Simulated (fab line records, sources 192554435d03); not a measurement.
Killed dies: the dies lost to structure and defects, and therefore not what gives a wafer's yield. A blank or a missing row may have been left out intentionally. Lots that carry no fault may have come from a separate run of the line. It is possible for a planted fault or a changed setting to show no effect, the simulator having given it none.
Matching of chambers | flow n5-finfet | N5_MOL_CONTACT_COAG_ETCH_89 on rie-diel-04 has 4 sister chambers
The step etches underlayer in N2/H2, target depth 13 nm, time 10.4 s. 14 wafers are shown with their chamber, then 7 later ones without.

WAFERS PAIRED WITH THEIR CHAMBERS
wafer  | chamber | showerhead-plenum-p-Torr (Torr) | throttle-valve-pct (%) | oes-product-au (a.u.)
L074.2 | 3       | 2.62                            | 17.74                  | 0.63
L074.3 | 1       | 2.61                            | 17.86                  | 0.77
L074.4 | 0       | 2.54                            | 18.03                  | 0.66
L079.1 | 0       | 2.54                            | 18.04                  | 0.65
L079.3 | 3       | 2.62                            | 17.74                  | 0.63
L079.5 | 1       | 2.60                            | 17.88                  | 0.76
L080.1 | 2       | 2.51                            | 17.63                  | 0.61
L080.2 | 3       | 2.62                            | 17.76                  | 0.63
L080.4 | 1       | 2.60                            | 17.90                  | 0.75
L082.1 | 2       | 2.51                            | 17.63                  | 0.60
L082.2 | 3       | 2.62                            | 17.76                  | 0.62
L082.6 | 0       | 2.53                            | 18.07                  | 0.64
L090.1 | 3       | 2.61                            | 17.79                  | 0.62
L090.3 | 0       | 2.53                            | 18.09                  | 0.64

SIGNATURES (means of the wafers above)
reading                  | chamber 0 | chamber 1 | chamber 2 | chamber 3 | scatter within a chamber
showerhead-plenum-p-Torr | 2.5350    | 2.6033    | 2.5100    | 2.6180    | 0.00497
throttle-valve-pct       | 18.0575   | 17.8800   | 17.6300   | 17.7580   | 0.0218
oes-product-au           | 0.6475    | 0.7600    | 0.6050    | 0.6260    | 0.00803
Rule: a wafer's distance from a chamber is the root of the sum, over the readings, of the square of ((its reading less the chamber's mean) divided by the reading's scatter). The wafer belongs to the nearest chamber; if the next one is less than 2 further off, it can't be placed. The scatter: take each reading less its chamber's mean, square it, sum over the shown wafers, divide by the number of wafers less the number of chambers, and take the root.

WAFERS WITHOUT THEIR CHAMBER
wafer  | showerhead-plenum-p-Torr (Torr) | throttle-valve-pct (%) | oes-product-au (a.u.)
L090.5 | 2.61                            | 17.78                  | 0.62
L091.2 | 2.53                            | 18.08                  | 0.64
L091.3 | 2.61                            | 17.80                  | 0.61
L091.4 | 2.59                            | 17.93                  | 0.73
L097.1 | 2.50                            | 17.26                  | 0.83
L097.4 | 2.59                            | 17.94                  | 0.70
L097.5 | 2.60                            | 17.84                  | 0.61

EACH ONE'S CHAMBER
wafer  | from the rows above | in truth
L090.5 | 3                   | 3
L091.2 | 0                   | 0
L091.3 | 3                   | 3
L091.4 | 1                   | 1
L097.1 | 2                   | 2
L097.4 | 1                   | 1
L097.5 | 3                   | 3
Correctly placed: 7 of 7. Not placeable from these rows: 0. Number placed wrongly: 0.
